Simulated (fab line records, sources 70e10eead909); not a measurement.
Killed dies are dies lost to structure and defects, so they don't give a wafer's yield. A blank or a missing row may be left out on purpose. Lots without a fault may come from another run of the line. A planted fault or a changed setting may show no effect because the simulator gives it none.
Chamber matching | flow nand_harc | NHARC_A_SLIT_DEP_23 on pecvd-04: 3 sister chambers
The step deposits SiON, target thk 100 nm. 27 wafers are shown with their chamber, then 12 later ones without.

WAFERS WITH THEIR CHAMBER
wafer  | chamber | heater_power_w (W) | susceptor_temp_C (C) | chamber_pressure_Torr (Torr)
L076.1 | 0       | 698                | 400.04               | 3.505
L076.2 | 2       | 725                | 400.08               | 3.504
L076.4 | 1       | 765                | 400.41               | 3.508
L078.3 | 2       | 862                | 400.31               | 3.505
L078.5 | 2       | 851                | 400.06               | 3.509
L078.6 | 1       | 880                | 400.19               | 3.498
L080.1 | 1       | 887                | 399.62               | 3.506
L080.2 | 2       | 880                | 399.73               | 3.512
L080.6 | 1       | 867                | 399.92               | 3.492
L082.3 | 2       | 866                | 399.53               | 3.488
L082.4 | 2       | 877                | 399.54               | 3.518
L082.6 | 0       | 743                | 399.88               | 3.489
L081.2 | 1       | 844                | 399.84               | 3.494
L081.3 | 2       | 770                | 399.59               | 3.505
L081.5 | 0       | 679                | 399.98               | 3.501
L084.1 | 0       | 652                | 399.68               | 3.507
L084.4 | 1       | 902                | 399.92               | 3.492
L084.5 | 2       | 854                | 400.07               | 3.490
L087.2 | 0       | 669                | 399.74               | 3.503
L087.3 | 2       | 741                | 399.77               | 3.507
L087.4 | 1       | 832                | 400.02               | 3.497
L088.1 | 2       | 839                | 400.17               | 3.491
L088.4 | 0       | 762                | 399.85               | 3.498
L088.5 | 1       | 864                | 400.31               | 3.500
L086.3 | 2       | 779                | 399.92               | 3.499
L086.4 | 0       | 774                | 399.74               | 3.506
L086.5 | 1       | 850                | 400.22               | 3.497

SIGNATURES (means of the wafers above)
reading               | chamber 0 | chamber 1 | chamber 2 | scatter within a chamber
heater_power_w        | 711.00    | 854.56    | 822.18    | 49.8
susceptor_temp_C      | 399.8443  | 400.0500  | 399.8882  | 0.237
chamber_pressure_Torr | 3.50129   | 3.49822   | 3.50255   | 0.00766
Rule: a wafer's distance from a chamber is the root of the sum, over the readings, of the square of ((its reading less the chamber's mean) divided by the reading's scatter). The wafer belongs to the nearest chamber; if the next one is less than 2 further off, it can't be placed. The scatter: the root of (the sum of the squares of (reading less its chamber's mean) over the shown wafers, divided by (wafers less chambers)).

WAFERS WITHOUT THEIR CHAMBER
wafer  | heater_power_w (W) | susceptor_temp_C (C) | chamber_pressure_Torr (Torr)
L091.2 | 869                | 400.14               | 3.499
L091.3 | 814                | 399.94               | 3.502
L091.4 | 768                | 399.70               | 3.498
L093.1 | 701                | 400.35               | 3.496
L093.5 | 795                | 400.07               | 3.509
L093.6 | 758                | 400.32               | 3.492
L092.1 | 794                | 400.42               | 3.491
L092.2 | 875                | 399.75               | 3.503
L092.4 | 819                | 400.20               | 3.499
L097.2 | 758                | 400.05               | 3.511
L097.3 | 828                | 400.21               | 3.498
L097.5 | 764                | 400.41               | 3.496

WHICH CHAMBER EACH WENT THROUGH
wafer  | from the rows above          | in truth
L091.2 | can't be placed: 1 or 2      | 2
L091.3 | can't be placed: 2 or 1 or 0 | 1
L091.4 | can't be placed: 0 or 2 or 1 | 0
L093.1 | can't be placed: 0 or 2 or 1 | 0
L093.5 | can't be placed: 2 or 1 or 0 | 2
L093.6 | can't be placed: 1 or 0 or 2 | 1
L092.1 | can't be placed: 1 or 2 or 0 | 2
L092.2 | can't be placed: 2 or 1      | 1
L092.4 | can't be placed: 1 or 2 or 0 | 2
L097.2 | can't be placed: 0 or 2 or 1 | 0
L097.3 | can't be placed: 1 or 2 or 0 | 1
L097.5 | can't be placed: 1 or 2 or 0 | 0
Placed correctly: 0 of 12. Can't be placed from these rows: 12 (the true chamber is among the candidates in 12). Placed wrongly: 0.
